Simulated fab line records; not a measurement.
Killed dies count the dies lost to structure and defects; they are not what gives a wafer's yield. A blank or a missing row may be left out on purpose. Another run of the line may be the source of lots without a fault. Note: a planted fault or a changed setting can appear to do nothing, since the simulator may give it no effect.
fab line records | flow nandHarc
record: lots: 6 wafers: 14 lastDay: 25
route steps=1159 shown A_STAIRCASE@541 A_SGD_CUT@761 END@1159
lots with no fault: from the same line, run without faults
startH: hours from the record's first day to the start of the lot's first wafer shown | waitH: hours from the lot's prior step to this one | " same as the row above | L1.1+2: several wafers, shown together as one row | - either no value or no given start | * or withheld: withheld | < > ~ a bound
route shown NAME@n: a module of which the file shows steps, and the number in the route of the first | usual: the fault-free wafers' mean and standard deviation | same: alike in all rows | chamber/n: place in a boat | sites: the reading at each site | _std_site: standard deviation across them | _edge_site: the outer-site mean with the inner-site mean subtracted | radiusMm: how far each site lies from the wafer's centre | mask NAME#n: copy n | behind: tool/chamber where the wafer was last shaped | hold: cause of the lot's hold/its duration in hours/its outcome | device: the transistor (n, p or np) that didn't switch | end of line: tests run on the same wafers once the route is complete | a step without rows: its recipe alone | killed: the dies lost at the first sort to structure and to defects; this is not the yield of the wafer | map: dies across one wafer; x = killed, . = not, _ = none there
set.NAME: the setting as run; set.NAME@STEP: as run at that earlier step | model.NAME: the simulator's own value behind a step, which no gauge read
lots at selected steps of the route; one table per step, one row per wafer
services: a tool's chamber out of use, with start hour (startH, from the record's first day; less than 0 if before it), hours out, and reason
== steps ==
step: NHARC_A_STAIRCASE_EBR_05
step: NHARC_A_STAIRCASE_EXPOSE_06
recipe: na: 0.5 doseMj: 25.43 maskId: STAIR
step: NHARC_A_STAIRCASE_PEB_07
recipe: pebTempC: 115 pebTimeS: 130
step: NHARC_A_STAIRCASE_DEVELOP_08
recipe: timeS: 140
step: NHARC_A_STAIRCASE_HARDBAKE_10
recipe: tempC: 120 timeS: 140
step: NHARC_A_STAIRCASE_DESCUM_11
recipe: timeS: 3 o2FlowSccm: 200 arFlowSccm: 0 biasPowerW: 0 chemistry: O2
step: NHARC_A_STAIRCASE_TRIM_12
recipe: timeS: 211.2 o2FlowSccm: 500 arFlowSccm: 0 biasW: 0 chemistry: O2
step: NHARC_A_STAIRCASE_ETCH_13
recipe: targetDepthA: 1000 timeS: 40.5 ionEnergyEv: 400 c4f8FlowSccm: 20 o2FlowSccm: 10 arFlowSccm: withheld rfW: 600 biasW: 1000 chemistry: C4F8/O2
usual: biasW: 1000.3/2.8 oesProductAu: 0.937/0.014 rfVppV: 895/6.2
columns lot.wafer tool chamber startH waitH biasW oesProductAu rfHoursCounterH rfVppV
L330.1 rieDiel-05 2 - - 996.4 0.939 24 895
L330.2 " 3 " " 1004.0 0.954 27 906
L330.6 " 3 " " 1000.2 0.959 - 907
L338.4 rieDiel-04 3 - - 999.3 0.934 60 901
L343.6 rieDiel-04 0 - - 995.2 0.923 - 900
L345.2 rieDiel-06 1 - - 1001.1 0.942 29 890
L345.4 " 3 " " 1000.1 0.944 27 900
L345.1 " 0 " " 1007.0 0.925 28 887
L351.2 rieDiel-06 2 - - 1000.1 0.917 48 889
L351.4 " 1 " " 1002.5 0.934 47 888
L351.6 " 2 " " 1001.2 0.921 - 888
L352.3 rieDiel-04 2 - - 995.8 0.943 21 904
L352.1 " 0 " " 1002.4 0.951 30 899
L352.6 " 2 " " 1001.1 0.959 - 904
step: NHARC_A_STAIRCASE_TRIM_14
recipe: timeS: 211.2 o2FlowSccm: 500 arFlowSccm: 0 biasW: 0 chemistry: O2
step: NHARC_A_STAIRCASE_ETCH_15
recipe: targetDepthA: 1000 timeS: 40.5 ionEnergyEv: 400 c4f8FlowSccm: 20 o2FlowSccm: 10 arFlowSccm: withheld rfW: 600 biasW: 1000 chemistry: C4F8/O2
step: NHARC_A_STAIRCASE_TRIM_16
recipe: timeS: 211.2 o2FlowSccm: 500 arFlowSccm: 0 biasW: 0 chemistry: O2
step: NHARC_A_STAIRCASE_ETCH_17
recipe: targetDepthA: 1000 timeS: 40.5 ionEnergyEv: 400 c4f8FlowSccm: 20 o2FlowSccm: 10 arFlowSccm: withheld rfW: 600 biasW: 1000 chemistry: C4F8/O2
usual: biasW: 1000.1/2.6 oesProductAu: 0.938/0.0099 rfVppV: 895/6.1
columns lot.wafer tool chamber startH waitH biasW oesProductAu rfHoursCounterH rfVppV
L330.1 rieDiel-05 2 238.99 - 1000.3 0.940 24 896
L330.2 " 3 " " 998.6 0.942 27 905
L330.6 " 1 " " 999.7 0.939 - 890
L338.4 rieDiel-04 3 288.16 - 1001.7 0.929 - 901
L343.6 rieDiel-04 3 313.45 - 1003.2 0.930 - 899
L345.4 rieDiel-06 1 326.59 - 995.8 0.956 29 888
L345.2 " 2 " " 1003.0 0.933 29 889
L345.1 " 3 " " 998.5 0.934 28 901
L351.2 rieDiel-06 3 374.99 - 998.8 0.948 46 898
L351.4 " 0 " " 1000.1 0.959 45 889
L351.6 " 2 " " 1000.7 0.923 - 889
L352.3 rieDiel-04 3 380.65 - 998.9 0.936 32 899
L352.1 " 1 " " 1004.8 0.937 29 893
L352.6 " 3 " " 999.3 0.932 - 899
step: NHARC_A_STAIRCASE_TRIM_18
recipe: timeS: 211.2 o2FlowSccm: 500 arFlowSccm: 0 biasW: 0 chemistry: O2
step: NHARC_A_STAIRCASE_ETCH_19
recipe: targetDepthA: 1000 timeS: 40.5 ionEnergyEv: 400 c4f8FlowSccm: 20 o2FlowSccm: 10 arFlowSccm: withheld rfW: 600 biasW: 1000 chemistry: C4F8/O2
step: NHARC_A_STAIRCASE_TRIM_20
recipe: timeS: 211.2 o2FlowSccm: 500 arFlowSccm: 0 biasW: 0 chemistry: O2
step: NHARC_A_STAIRCASE_ETCH_21
recipe: targetDepthA: 1000 timeS: 40.5 ionEnergyEv: 400 c4f8FlowSccm: 20 o2FlowSccm: 10 arFlowSccm: withheld rfW: 600 biasW: 1000 chemistry: C4F8/O2
step: NHARC_A_STAIRCASE_TRIM_22
recipe: timeS: 211.2 o2FlowSccm: 500 arFlowSccm: 0 biasW: 0 chemistry: O2
usual: drypumpMotorCurrentA: 5.72/0.2 oesProductAu: 0.997/0.0092 rfVppV: 57.6/0.93 showerheadPlenumPTorr: 3.47/0.16 throttleValvePct: 17.036/0.0089
same: biasW: 0
columns lot.wafer tool chamber startH waitH drypumpMotorCurrentA oesProductAu rfHoursCounterH rfVppV showerheadPlenumPTorr throttleValvePct
L330.1 rieDiel-06 2 - - 5.72 1.000 61 57.1 3.35 17.049
L330.2 " 0 " " 5.61 1.002 60 56.9 3.31 17.042
L330.6 " 0 " " 5.59 0.994 - 57.2 3.31 17.024
L338.4 rieDiel-06 2 289.05 - 5.72 0.990 14 56.1 3.34 17.032
L343.6 rieDiel-04 0 - - 5.69 0.996 - 57.7 3.62 17.043
L345.1 rieDiel-05 2 - - 5.35 0.992 59 58.4 3.49 17.026
L345.2 " 3 " " 5.83 1.000 62 58.9 3.77 17.046
L345.4 " 0 " " 5.72 0.997 62 59.3 3.32 17.036
L351.4 rieDiel-06 3 - - 5.77 1.006 47 58.9 3.62 17.031
L351.2 " 1 " " 6.21 1.005 47 56.9 3.32 17.032
L351.6 " 0 " " 5.59 0.999 - 58.0 3.29 17.035
L352.1 rieDiel-05 2 - - 5.37 0.999 9 59.1 3.48 17.039
L352.3 " 3 " " 5.81 1.017 10 57.6 3.76 17.040
L352.6 " 2 " " 5.36 0.989 - 57.6 3.48 17.026
step: NHARC_A_STAIRCASE_ETCH_23
recipe: targetDepthA: 1000 timeS: 40.5 ionEnergyEv: 400 c4f8FlowSccm: 20 o2FlowSccm: 10 arFlowSccm: withheld rfW: 600 biasW: 1000 chemistry: C4F8/O2
step: NHARC_A_STAIRCASE_TRIM_24
recipe: timeS: 211.2 o2FlowSccm: 500 arFlowSccm: 0 biasW: 0 chemistry: O2
usual: drypumpMotorCurrentA: 5.73/0.22 oesProductAu: 0.999/0.0089 rfVppV: 57.6/0.82 showerheadPlenumPTorr: 3.48/0.17 throttleValvePct: 17.036/0.0092
same: biasW: 0
columns lot.wafer tool chamber startH waitH drypumpMotorCurrentA oesProductAu rfHoursCounterH rfVppV showerheadPlenumPTorr throttleValvePct
L330.2 rieDiel-06 0 - - 5.58 0.997 60 57.6 3.31 17.025
L330.1 " 2 " " 5.71 0.992 61 57.6 3.35 17.051
L330.6 " 3 " " 5.78 1.011 - 59.4 3.65 17.046
L338.4 rieDiel-06 3 289.35 - 5.77 0.995 13 57.5 3.64 17.035
L343.6 rieDiel-04 0 - - 5.69 0.993 - 58.9 3.62 17.038
L345.1 rieDiel-05 2 - - 5.33 1.002 59 57.5 3.49 17.036
L345.2 " 0 " " 5.72 1.005 62 56.1 3.32 17.022
L345.4 " 1 " " 5.75 0.982 64 56.8 3.35 17.042
L351.4 rieDiel-06 0 - - 5.59 1.005 46 57.0 3.29 17.034
L351.2 " 3 " " 5.78 1.001 47 57.9 3.62 17.032
L351.6 " 1 " " 6.21 1.004 - 58.1 3.32 17.040
L352.1 rieDiel-05 3 - - 5.82 1.001 10 57.1 3.76 17.041
L352.3 " 0 " " 5.73 0.999 12 57.8 3.31 17.048
L352.6 " 2 " " 5.36 0.978 - 57.8 3.48 17.039
step: NHARC_A_STAIRCASE_ETCH_25
recipe: targetDepthA: 1000 timeS: 40.5 ionEnergyEv: 400 c4f8FlowSccm: 20 o2FlowSccm: 10 arFlowSccm: withheld rfW: 600 biasW: 1000 chemistry: C4F8/O2
step: NHARC_A_STAIRCASE_TRIM_26
recipe: timeS: 211.2 o2FlowSccm: 500 arFlowSccm: 0 biasW: 0 chemistry: O2
step: NHARC_A_STAIRCASE_ETCH_27
recipe: targetDepthA: 1000 timeS: 40.5 ionEnergyEv: 400 c4f8FlowSccm: 20 o2FlowSccm: 10 arFlowSccm: withheld rfW: 600 biasW: 1000 chemistry: C4F8/O2
step: NHARC_A_STAIRCASE_STRIP_175
recipe: powerW: 1500 tempC: 250 chemistry: O2
step: NHARC_A_STAIRCASE_STRIP_148
recipe: timeS: 900 tempC: 130 chemistry: SPM
step: NHARC_A_STAIRCASE_PRECLEAN_149
recipe: timeS: * tempC: 50 bathAgeMin: 0 chemistry: SC1
step: NHARC_A_STAIRCASE_SRD_150
step: NHARC_A_STAIRCASE_DEHYDRATE_176
recipe: tempC: 150 timeS: 120
step: NHARC_A_STAIRCASE_HMDS_177
recipe: timeS: 30
step: NHARC_A_STAIRCASE_COAT_178
recipe: spinRpm: 1200
step: NHARC_A_STAIRCASE_SOFTBAKE_179
recipe: tempC: 135 timeS: 170
step: NHARC_A_STAIRCASE_EBR_180
step: NHARC_A_STAIRCASE_EXPOSE_181
recipe: na: 0.5 doseMj: 27.87 maskId: STAIR_2
step: NHARC_A_STAIRCASE_PEB_182
recipe: pebTempC: 115 pebTimeS: 130
step: NHARC_A_STAIRCASE_DEVELOP_183
recipe: timeS: 140
step: NHARC_A_STAIRCASE_HARDBAKE_185
recipe: tempC: 120 timeS: 140
step: NHARC_A_STAIRCASE_DESCUM_186
recipe: timeS: 3 o2FlowSccm: 200 arFlowSccm: 0 biasPowerW: 0 chemistry: O2
usual: drypumpMotorCurrentA: 5.73/0.23 oesProductAu: 0.999/0.01 rfVppV: 57.6/0.93 showerheadPlenumPTorr: 1.87/0.097 throttleValvePct: 11.311/0.0093
columns lot.wafer tool chamber startH waitH drypumpMotorCurrentA oesProductAu rfHoursCounterH rfVppV showerheadPlenumPTorr throttleValvePct
L330.1 rieDiel-05 2 242.15 - 5.33 1.018 24 58.1 1.90 11.305
L330.2 " 3 " " 5.76 1.013 28 59.1 2.07 11.296
L330.6 " 2 " " 5.34 1.008 - 58.0 1.90 11.317
L338.4 rieDiel-05 1 291.50 - 5.74 0.979 49 57.8 1.82 11.319
L343.6 rieDiel-06 2 316.77 - 5.70 0.988 - 57.7 1.80 11.334
L345.1 rieDiel-06 1 330.96 - 6.21 0.994 32 57.9 1.80 11.315
L345.4 " 2 " " 5.74 0.986 32 56.9 1.80 11.303
L345.2 " 3 " " 5.76 1.005 31 58.8 1.97 11.315
L351.4 rieDiel-05 3 379.23 - 5.78 1.014 9 58.6 2.05 11.317
L351.2 " 0 " " 5.72 1.015 11 58.3 1.79 11.327
L351.6 " 3 " " 5.80 1.016 - 59.9 2.05 11.316
L352.1 rieDiel-06 3 383.69 - 5.73 1.004 49 58.1 1.97 11.320
L352.3 " 0 " " 5.59 1.004 48 55.4 1.77 11.302
L352.6 " 3 " " 5.75 0.993 - 57.1 1.97 11.304
step: NHARC_A_STAIRCASE_TRIM_187
recipe: timeS: 211.2 o2FlowSccm: 500 arFlowSccm: 0 biasW: 0 chemistry: O2
usual: drypumpMotorCurrentA: 5.74/0.24 oesProductAu: 0.999/0.0089 rfVppV: 57.8/0.87 showerheadPlenumPTorr: 3.46/0.17 throttleValvePct: 17.036/0.0099
same: biasW: 0
columns lot.wafer tool chamber startH waitH drypumpMotorCurrentA oesProductAu rfHoursCounterH rfVppV showerheadPlenumPTorr throttleValvePct
L330.1 rieDiel-05 3 242.31 0.2 5.80 0.999 28 59.2 3.79 17.029
L330.2 " 0 " " 5.71 0.998 29 58.2 3.33 17.057
L330.6 " 1 " " 5.74 0.995 - 56.5 3.37 17.039
L338.4 rieDiel-05 3 291.63 0.1 5.81 1.006 48 58.0 3.78 17.037
L343.6 rieDiel-06 3 316.95 0.2 5.78 1.010 - 60.1 3.64 17.043
L345.2 rieDiel-06 0 331.06 0.1 5.59 1.002 31 56.1 3.29 17.033
L345.4 " 1 " " 6.20 1.008 32 57.2 3.33 17.012
L345.1 " 2 " " 5.70 0.978 32 56.5 3.33 17.045
L351.4 rieDiel-05 3 379.32 0.1 5.77 1.002 9 58.6 3.76 17.046
L351.2 " 1 " " 5.75 0.987 11 57.9 3.34 17.051
L351.6 " 3 " " 5.78 1.009 - 57.9 3.76 17.044
L352.1 rieDiel-06 0 383.77 0.1 5.60 1.000 48 56.7 3.28 17.017
L352.3 " 2 " " 5.73 0.988 51 57.9 3.32 17.029
L352.6 " 1 " " 6.17 1.001 - 58.2 3.32 17.031
step: NHARC_A_STAIRCASE_ETCH_188
recipe: targetDepthA: 1000 timeS: 40.5 ionEnergyEv: 400 c4f8FlowSccm: 20 o2FlowSccm: 10 arFlowSccm: withheld rfW: 600 biasW: 1000 chemistry: C4F8/O2
step: NHARC_A_SGD_CUT_DESCUM_14
recipe: timeS: 3 o2FlowSccm: 200 arFlowSccm: 0 biasPowerW: 0 chemistry: O2
usual: drypumpMotorCurrentA: 5.8/0.5 oesProductAu: 0.997/0.0095 rfVppV: 57.6/0.9 showerheadPlenumPTorr: 1.87/0.082 throttleValvePct: 11.311/0.0084
columns lot.wafer tool chamber startH waitH hold drypumpMotorCurrentA oesProductAu rfHoursCounterH rfVppV showerheadPlenumPTorr throttleValvePct
L330.1 rieDiel-03 2 310.81 0.1 - 6.3 0.997 8 58.5 1.96 11.311
L330.2 " 3 " " - 5.7 0.989 6 57.8 2.00 11.310
L330.6 " 0 " " - 5.5 0.977 - 57.8 1.78 11.311
L338.4 rieDiel-12 3 363.10 2.5 awaitDispo/2.5h/release 5.0 1.004 17 57.9 1.84 11.322
L345.4 rieDiel-07 1 392.76 0.1 - 5.7 1.002 12 57.9 1.79 11.314
L345.2 " 2 " " - 6.5 1.006 11 57.1 1.88 11.313
L345.1 " 3 " " - 6.7 1.005 12 57.4 1.82 11.307
L343.6 rieDiel-03 3 401.33 18.9 awaitDispo/10.5h/release 5.7 0.996 - 58.4 2.00 11.293
L351.4 rieDiel-12 1 456.88 0.1 - 5.1 1.011 7 56.9 1.84 11.303
L351.2 " 0 " " - 5.7 0.995 6 56.5 1.79 11.300
L351.6 " 2 " " - 6.2 1.001 - 58.4 2.02 11.294
L352.1 rieDiel-03 3 457.40 0.1 - 5.7 1.011 7 58.9 2.00 11.315
L352.3 " 1 " " - 5.4 1.007 7 56.7 1.84 11.312
L352.6 " 2 " " - 6.3 0.983 - 58.7 1.95 11.310
step: NHARC_END_SORT_01
recipe: tempC: 25
usual: killedAtArray: 28/11 killedAtOther: 0.7/1.1 killedAtPeriphery: 2.9/2 killedDies: 32/11 killedOpen: 3.2/1.8 killedShort: 2.0/1.4
same: grossDies: 677
columns lot.wafer tool chamber startH waitH killedAtArray killedAtOther killedAtPeriphery killedDies killedOpen killedShort
L338.4 prober-02 0 504.63 3.4 102 1 2 105 3 1
L343.6 prober-01 0 537.78 4.0 104 0 4 108 5 2
killed by level:class
L338.4 A_STAIRCASE:unspecified=74 A_CHANNEL_HOLE_D1:chamberFilmFlake=18 A_CONTACT:chamberFilmFlake=4 P_M0:geometricParticle:open=1 A_CHANNEL_FILL_D1:geometricParticle:short=1 A_CONTACT:geometricParticle:open=1 A_BLC:geometricParticle:open=1 P_GATE:chamberFilmFlake=1
L343.6 A_STAIRCASE:unspecified=70 A_SLIT:chamberFilmFlake=13 A_CHANNEL_HOLE_D1:chamberFilmFlake=6 A_CONTACT:chamberFilmFlake=6 A_STAIRCASE:chamberFilmFlake=3 P_M0:geometricParticle:open=1 P_M1:geometricParticle:short=1 A_ONON_D1:geometricParticle:open=1
map L338.4 (x killed, . not)
____________.____________
_________......._________
_______....x......_______
______.............______
_____..............._____
____.................____
____.................____
___...................___
___.x.................___
__.....................__
__.....................__
_......................._
_..x...................._
_.x..x.................._
_.xx...................._
_..xxx.................._
...x.xx..................
.xxxxxx..................
..xxxxxxx................
x.xxxxxxxx...............
xxxxxxxxx................
_xxxxxxxxx.............._
_xxxxxxx................_
_x.xxxxx...x............_
_.xx.xx...x.x..........._
_.xxxxx.......x........._
__.x.xxx....xxx........__
__...x....x.x..........__
___.......xx..x.......___
___......x.x.x........___
____......xx.xxx.....____
____............x....____
_____.....x........._____
______........xx...______
_______..........._______
_________..x...._________
____________.____________
map L343.6 (x killed, . not)
____________.____________
_________......._________
_______..........._______
______.............______
_____..............._____
____.................____
____...............x.____
___................xx.___
___...............x...___
__.....................__
__.............x.......__
_..................x.x.._
_......................._
_x..x..................._
_......................._
_.xxxx...............x.x_
...xxx...................
..xxxxxxx................
xxxxxxxxx................
xxxxxxxx.x...............
.xxxxxxxx.x..............
_xxxxxxx......x........._
_xxxxxx.x..........x...._
_..xxxx................._
_x.xxxx................._
_.x.xxx................._
__...x.............x...__
__..x..................__
___....x....x......x..___
___.......x.....xx..x.___
____........x.....x.x____
____..x.........xxxxx____
_____....x.........._____
______.......xx.xxx______
_______x.........._______
_________.x....._________
____________.____________
== services ==
columns tool chamber startH hours kind
rieDiel-03 - 215.30 9.0 pm
rieDiel-06 1 215.78 28.6 repair
rieDiel-07 - 225.36 2.6 repair
rieDiel-07 - 228.20 9.0 pm
rieDiel-03 3 240.50 8.0 repair
rieDiel-06 - 242.80 9.0 pm
rieDiel-03 1 256.14 8.3 repair
rieDiel-04 - 275.37 1.1 repair
rieDiel-03 0 287.03 1.4 repair
rieDiel-04 - 289.03 9.0 pm
rieDiel-12 - 295.60 0.4 repair
rieDiel-06 0 298.58 3.3 repair
rieDiel-12 1 300.57 6.0 repair
rieDiel-04 2 307.44 18.4 repair
rieDiel-05 - 340.60 9.0 pm
rieDiel-12 - 379.43 9.0 pm
rieDiel-12 2 390.66 11.2 repair
rieDiel-03 - 392.30 9.0 pm
rieDiel-03 0 417.05 9.7 repair
rieDiel-04 3 419.08 20.6 repair
rieDiel-06 - 419.80 9.0 pm
rieDiel-03 - 428.97 0.8 repair
rieDiel-12 1 435.64 4.4 repair
rieDiel-03 1 442.17 2.5 repair
== key ==
firstSign: step: NHARC_END_SORT_01 reading: killedAtArray direction: up sigmas: 6.8 usual: 28 struck: 103
effect: step: NHARC_END_SORT_01 reading: killedDies direction: up sigmas: 6.5 usual: 32 struck: 106
moreKillsBornAt: NHARC_A_STAIRCASE_ETCH_17@rieDiel-04: 143
metAt NHARC_A_STAIRCASE_ETCH_17
struckWafers L338.4,L343.6
testerLeftOut L338,L343
fault: kind: chamberParticleSource tool: rieDiel-04 chamber: 3 onsetH: 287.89 steps: NHARC_A_STAIRCASE_ETCH_17 ratePerVisitCm2: 0.58702 endH: 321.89
testerLeftOut: of these lots the tester's yield and bins aren't shown, on N5 and GAA mostly nor the transistor test; their killed dies are dies lost to structure and defects alone, not to doping, threshold or leakage, so they don't give the yield
